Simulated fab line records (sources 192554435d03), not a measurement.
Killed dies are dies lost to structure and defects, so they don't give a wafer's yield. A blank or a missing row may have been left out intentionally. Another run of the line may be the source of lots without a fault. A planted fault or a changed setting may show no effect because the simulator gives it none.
Split-lot trial	flow n5_finfet	21 wafers read from 7 lots, route of 1938 steps

THE SPLIT
At N5_SD_EPI_P_ETCH_16 (etches SiO2 in CHF3/O2, target depth 5 nm), the setting target_depth_a was moved away from the recipe's 50 angstrom on 7 of the 21 wafers read, by -5.5% to -3.7%. All remaining wafers had this setting at the recipe value.

Reading taken at the split's own step.

THE READING
etch.depth_nm (the simulator's own value, which no gauge read), in nm, at N5_SD_EPI_P_ETCH_16 (etches SiO2 in CHF3/O2, target depth 5 nm). There is no usual value for it anywhere in the file. Here, 14 wafers ran the recipe; their average is 4.972 nm with a standard deviation of 0.07 nm.

wafer	tool, chamber at the split	target_depth_a as run, angstrom	against the recipe	etch.depth_nm, nm	against lot-mates on the recipe
L077.1	rie_diel-05, 1	50	recipe	4.897	-
L077.4	rie_diel-05, 0	50	recipe	5.022	-
L077.6	rie_diel-05, 3	50	recipe	4.825	-
L079.2	rie_diel-01, 0	50	recipe	5.013	-
L079.4	rie_diel-01, 3	48.17	-3.7%	4.84	-0.225
L079.5	rie_diel-01, 1	50	recipe	5.117	-
L088.1	rie_diel-06, 1	47.23	-5.5%	4.57	-0.420
L088.5	rie_diel-06, 1	47.23	-5.5%	4.618	-0.372
L088.6	rie_diel-06, 0	50	recipe	4.99	-
L089.1	rie_diel-06, 0	50	recipe	5.008	-
L089.2	rie_diel-06, 1	48.05	-3.9%	4.749	-0.259
L089.6	rie_diel-06, 3	48.05	-3.9%	4.873	-0.135
L092.1	rie_diel-05, 1	47.99	-4.0%	4.716	-0.214
L092.2	rie_diel-05, 0	47.99	-4.0%	4.797	-0.133
L092.4	rie_diel-05, 2	50	recipe	4.93	-
L094.1	rie_diel-01, 2	50	recipe	4.948	-
L094.3	rie_diel-01, 3	50	recipe	4.945	-
L094.4	rie_diel-01, 0	50	recipe	4.965	-
L095.2	rie_diel-05, 0	50	recipe	5.069	-
L095.5	rie_diel-05, 1	50	recipe	4.935	-
L095.6	rie_diel-05, 2	50	recipe	4.95	-

FIT RESULTS
A straight line over all 21 wafers: etch.depth_nm changes by +0.0568 nm for each +1% of target_depth_a; r = +0.86; the points scatter about the line by 0.073 nm.
The same after taking each lot's own level away (the mean of its wafers on the recipe; 21 wafers): +0.06 nm for each +1%; r = +0.91; scatter 0.06 nm.
The reading moves by 0.33 nm for the largest change in target_depth_a, on that fit.
Measured against the standard deviation above, the lots' own levels, which go from 4.9147 to 5.0650 nm, span 2.2 times it.
Hence the lot-to-lot level has little effect on the slope; both slopes agree.
Check: with one of the wafers moved furthest among these (-5.5%) left out of the fit, the line predicts -0.302 nm for it against its lot-mates. It came out at -0.42 nm against them.

THESE WAFERS: OTHER SPLITS
Note: prior to the reading, these wafers also went through further splits. Each is held against what the fit with the lots' levels taken away leaves over:
other split on the same wafers	wafers away from the commonest value	r with etch.depth_nm (lot level and that fit taken away)
N5_WELL_APT_EXPOSE_05 dose_mj	8	-0.01
N5_WELL_APT_PEB_06 peb_time_s	1	+0.15
N5_PMOS_HMC_CHANNEL_EPI_PEB_07 peb_temp_c	6	-0.09
N5_PMOS_HMC_CHANNEL_EPI_ETCH_32 bias_w	8	+0.12
N5_SD_EPI_N_COAT_33 spin_rpm	11	+0.36
N5_SD_EPI_N_PEB_07 peb_temp_c	8	-0.17

THE FILE'S OWN FIT
etch.depth_nm changes by +0.0594 nm for each +1% of target_depth_a, r = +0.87.
